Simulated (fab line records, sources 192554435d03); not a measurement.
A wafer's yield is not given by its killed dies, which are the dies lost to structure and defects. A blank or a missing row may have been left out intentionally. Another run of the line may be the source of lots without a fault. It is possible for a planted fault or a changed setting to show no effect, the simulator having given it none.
Split-lot study :: flow n5-finfet :: 39 wafers read across 7 lots, on a route 1938 steps long

SPLIT DETAILS
At N5_BEOL_M10_TRENCH_ETCH_37 (etches SiCOH lowk in C4F6/O2, target depth 148.83 nm, time 48 s), the setting target-depth-a was moved away from the recipe's 1488.3 angstrom on 15 of the 39 wafers read, by -38.7% to +56.3%. All remaining wafers had this setting at the recipe value.

FROM THE SPLIT TO THE READING: what the file shows between them, 8 steps
- N5_BEOL_M10_ETCH_41: etches SiCN in CH3F/O2, target depth 42.6 nm, time 86 s
- N5_BEOL_M10_STRIP_77: strips in N2/H2, time 10 s
- N5_BEOL_M10_OCD_MEAS_38
- N5_BEOL_M10_HM_STRIP_39: strips TiN in peroxide tin strip, target depth 25 nm, time 158 s
- N5_BEOL_M10_SRD_40: time 30 s
- N5_BEOL_M10_ECD_50: material Cu, target thk 318 nm
- N5_BEOL_M10_ANNEAL_51: time 90 s
- N5_BEOL_M10_CMP_52: polishes, stops on SiCOH lowk, t overpolish 7 s, target thk 140 nm

THE READING
M10_THK, in nm, at N5_BEOL_M10_THK_MEAS_53 (measures by xrf). A value of 137.8 nm with a standard deviation of 2.5 nm is what fault-free wafers of this fab line usually give.

wafer: L075.1
tool, chamber at the split: rie-diel-06, 2
target-depth-a as run, angstrom: 2210
against the recipe: +48.5%
M10_THK, nm: 209.1
against lot-mates on the recipe: +75.6

wafer: L075.2
tool, chamber at the split: rie-diel-06, 3
target-depth-a as run, angstrom: 1488.3
against the recipe: recipe
M10_THK, nm: 133.7
against lot-mates on the recipe: -

wafer: L075.3
tool, chamber at the split: rie-diel-06, 1
target-depth-a as run, angstrom: 1488.3
against the recipe: recipe
M10_THK, nm: 135.4
against lot-mates on the recipe: -

wafer: L075.4
tool, chamber at the split: rie-diel-06, 0
target-depth-a as run, angstrom: 2210
against the recipe: +48.5%
M10_THK, nm: 212.3
against lot-mates on the recipe: +78.8

wafer: L075.5
tool, chamber at the split: rie-diel-06, 3
target-depth-a as run, angstrom: 1488.3
against the recipe: recipe
M10_THK, nm: 131.4
against lot-mates on the recipe: -

wafer: L075.6
tool, chamber at the split: rie-diel-06, 2
target-depth-a as run, angstrom: 2210
against the recipe: +48.5%
M10_THK, nm: 209.0
against lot-mates on the recipe: +75.5

wafer: L074.1
tool, chamber at the split: rie-diel-04, 3
target-depth-a as run, angstrom: 1488.3
against the recipe: recipe
M10_THK, nm: 142.7
against lot-mates on the recipe: -

wafer: L074.2
tool, chamber at the split: rie-diel-04, 2
target-depth-a as run, angstrom: 1488.3
against the recipe: recipe
M10_THK, nm: 135.9
against lot-mates on the recipe: -

wafer: L074.3
tool, chamber at the split: rie-diel-04, 1
target-depth-a as run, angstrom: 2326
against the recipe: +56.3%
M10_THK, nm: 221.5
against lot-mates on the recipe: +81.3

wafer: L074.4
tool, chamber at the split: rie-diel-04, 0
target-depth-a as run, angstrom: 2326
against the recipe: +56.3%
M10_THK, nm: 223.9
against lot-mates on the recipe: +83.7

wafer: L074.5
tool, chamber at the split: rie-diel-04, 3
target-depth-a as run, angstrom: 1488.3
against the recipe: recipe
M10_THK, nm: 142.1
against lot-mates on the recipe: -

wafer: L074.6
tool, chamber at the split: rie-diel-04, 2
target-depth-a as run, angstrom: 2326
against the recipe: +56.3%
M10_THK, nm: 216.1
against lot-mates on the recipe: +75.9

wafer: L077.1
tool, chamber at the split: rie-diel-04, 0
target-depth-a as run, angstrom: 1488.3
against the recipe: recipe
M10_THK, nm: 141.2
against lot-mates on the recipe: -

wafer: L077.2
tool, chamber at the split: rie-diel-04, 1
target-depth-a as run, angstrom: 1488.3
against the recipe: recipe
M10_THK, nm: 138.6
against lot-mates on the recipe: -

wafer: L077.3
tool, chamber at the split: rie-diel-04, 2
target-depth-a as run, angstrom: 1488.3
against the recipe: recipe
M10_THK, nm: 135.1
against lot-mates on the recipe: -

wafer: L077.4
tool, chamber at the split: rie-diel-04, 3
target-depth-a as run, angstrom: 1488.3
against the recipe: recipe
M10_THK, nm: 140.9
against lot-mates on the recipe: -

wafer: L077.5
tool, chamber at the split: rie-diel-04, 3
target-depth-a as run, angstrom: 1488.3
against the recipe: recipe
M10_THK, nm: 140.4
against lot-mates on the recipe: -

wafer: L077.6
tool, chamber at the split: rie-diel-04, 2
target-depth-a as run, angstrom: 1488.3
against the recipe: recipe
M10_THK, nm: 134.8
against lot-mates on the recipe: -

wafer: L082.1
tool, chamber at the split: rie-diel-01, 0
target-depth-a as run, angstrom: 1488.3
against the recipe: recipe
M10_THK, nm: 138.0
against lot-mates on the recipe: -

wafer: L082.2
tool, chamber at the split: rie-diel-01, 3
target-depth-a as run, angstrom: 1488.3
against the recipe: recipe
M10_THK, nm: 139.9
against lot-mates on the recipe: -

wafer: L082.3
tool, chamber at the split: rie-diel-01, 1
target-depth-a as run, angstrom: 912
against the recipe: -38.7%
M10_THK, nm: 79.6
against lot-mates on the recipe: -57.6

wafer: L082.4
tool, chamber at the split: rie-diel-01, 2
target-depth-a as run, angstrom: 1488.3
against the recipe: recipe
M10_THK, nm: 133.8
against lot-mates on the recipe: -

wafer: L082.5
tool, chamber at the split: rie-diel-01, 0
target-depth-a as run, angstrom: 912
against the recipe: -38.7%
M10_THK, nm: 81.3
against lot-mates on the recipe: -55.9

wafer: L082.6
tool, chamber at the split: rie-diel-01, 3
target-depth-a as run, angstrom: 912
against the recipe: -38.7%
M10_THK, nm: 83.2
against lot-mates on the recipe: -54.0

wafer: L083.1
tool, chamber at the split: rie-diel-01, 0
target-depth-a as run, angstrom: 1488.3
against the recipe: recipe
M10_THK, nm: 137.9
against lot-mates on the recipe: -

wafer: L083.2
tool, chamber at the split: rie-diel-01, 3
target-depth-a as run, angstrom: 1167
against the recipe: -21.6%
M10_THK, nm: 109.5
against lot-mates on the recipe: -29.0

wafer: L083.3
tool, chamber at the split: rie-diel-01, 2
target-depth-a as run, angstrom: 1167
against the recipe: -21.6%
M10_THK, nm: 105.0
against lot-mates on the recipe: -33.5

wafer: L083.4
tool, chamber at the split: rie-diel-01, 0
target-depth-a as run, angstrom: 1167
against the recipe: -21.6%
M10_THK, nm: 106.9
against lot-mates on the recipe: -31.6

wafer: L083.5
tool, chamber at the split: rie-diel-01, 2
target-depth-a as run, angstrom: 1488.3
against the recipe: recipe
M10_THK, nm: 136.7
against lot-mates on the recipe: -

wafer: L083.6
tool, chamber at the split: rie-diel-01, 3
target-depth-a as run, angstrom: 1488.3
against the recipe: recipe
M10_THK, nm: 140.8
against lot-mates on the recipe: -

wafer: L086.1
tool, chamber at the split: rie-diel-06, 0
target-depth-a as run, angstrom: 1015
against the recipe: -31.8%
M10_THK, nm: 92.4
against lot-mates on the recipe: -46.7

wafer: L086.2
tool, chamber at the split: rie-diel-06, 2
target-depth-a as run, angstrom: 1015
against the recipe: -31.8%
M10_THK, nm: 92.0
against lot-mates on the recipe: -47.1

wafer: L086.3
tool, chamber at the split: rie-diel-06, 3
target-depth-a as run, angstrom: 1488.3
against the recipe: recipe
M10_THK, nm: 138.7
against lot-mates on the recipe: -

wafer: L086.4
tool, chamber at the split: rie-diel-06, 2
target-depth-a as run, angstrom: 1015
against the recipe: -31.8%
M10_THK, nm: 93.0
against lot-mates on the recipe: -46.1

wafer: L086.5
tool, chamber at the split: rie-diel-06, 3
target-depth-a as run, angstrom: 1488.3
against the recipe: recipe
M10_THK, nm: 140.1
against lot-mates on the recipe: -

wafer: L086.6
tool, chamber at the split: rie-diel-06, 0
target-depth-a as run, angstrom: 1488.3
against the recipe: recipe
M10_THK, nm: 138.6
against lot-mates on the recipe: -

wafer: L093.3
tool, chamber at the split: rie-diel-01, 0
target-depth-a as run, angstrom: 1488.3
against the recipe: recipe
M10_THK, nm: 138.9
against lot-mates on the recipe: -

wafer: L093.4
tool, chamber at the split: rie-diel-01, 1
target-depth-a as run, angstrom: 1488.3
against the recipe: recipe
M10_THK, nm: 142.0
against lot-mates on the recipe: -

wafer: L093.6
tool, chamber at the split: rie-diel-01, 2
target-depth-a as run, angstrom: 1488.3
against the recipe: recipe
M10_THK, nm: 136.8
against lot-mates on the recipe: -

FIT RESULTS
A straight line over all 39 wafers: M10_THK changes by +1.46 nm for each +1% of target-depth-a; r = +1.00; the points scatter about the line by 2.7 nm.
The same after taking each lot's own level away (the mean of its wafers on the recipe; 39 wafers): +1.48 nm for each +1%; r = +1.00; scatter 2.8 nm.
According to that fit, moving target-depth-a by its largest amount changes the reading by 83 nm.
From 133.50 to 140.23 nm: that is the span of the lots' own levels, equal to 2.7 times the standard deviation above.
The two slopes are in agreement: the lot-to-lot level therefore moves the slope only a little.
Check: with one of the wafers moved furthest among these (+56.3%) left out of the fit, the line predicts +83.9 nm for it against its lot-mates. Against them it came out at +81.3 nm.

THE WHOLE CHAIN: every reading that the file lists as answering this split, in the file's order
step: N5_BEOL_M10_TRENCH_ETCH_37
what it does: etches SiCOH lowk in C4F6/O2, target depth 148.83 nm, time 48 s
reading: BEOL_M10.feature-depth-nm (the simulator's own value, which no gauge read)
change (the file's fit): +1.49 nm for each +1% of the setting
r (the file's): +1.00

step: N5_BEOL_M10_TRENCH_ETCH_37
what it does: etches SiCOH lowk in C4F6/O2, target depth 148.83 nm, time 48 s
reading: etch.depth-nm (the simulator's own value, which no gauge read)
change (the file's fit): +1.49 nm for each +1% of the setting
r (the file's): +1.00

step: N5_BEOL_M10_TRENCH_ETCH_37
what it does: etches SiCOH lowk in C4F6/O2, target depth 148.83 nm, time 48 s
reading: TiN_of_BEOL_M10_HM_DEP_02.thk-nm (the simulator's own value, which no gauge read)
change (the file's fit): -0.0403 nm for each +1% of the setting
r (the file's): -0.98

step: N5_BEOL_M10_OCD_MEAS_38
what it does: 
reading: trench-depth-nm
change (the file's fit): +1.5 nm for each +1% of the setting
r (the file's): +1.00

step: N5_BEOL_M10_CMP_52
what it does: polishes, stops on SiCOH lowk, t overpolish 7 s, target thk 140 nm
reading: Cu_of_BEOL_M10_ECD_50.thk-nm (the simulator's own value, which no gauge read)
change (the file's fit): +1.51 nm for each +1% of the setting
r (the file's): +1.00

step: N5_BEOL_M10_THK_MEAS_53
what it does: measures by xrf
reading: M10_THK
change (the file's fit): +1.48 for each +1% of the setting
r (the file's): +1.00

step: N5_BEOL_M10_RS_MEAS_57
what it does: measures by four-point-probe
reading: M10_RS
change (the file's fit): not straight: 0.2727 at the lowest setting, 0.1513 at the recipe, 0.0905 at the highest
r (the file's): not given

THE FILE'S OWN FIT
M10_THK changes by +1.48 nm for each +1% of target-depth-a, r = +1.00.
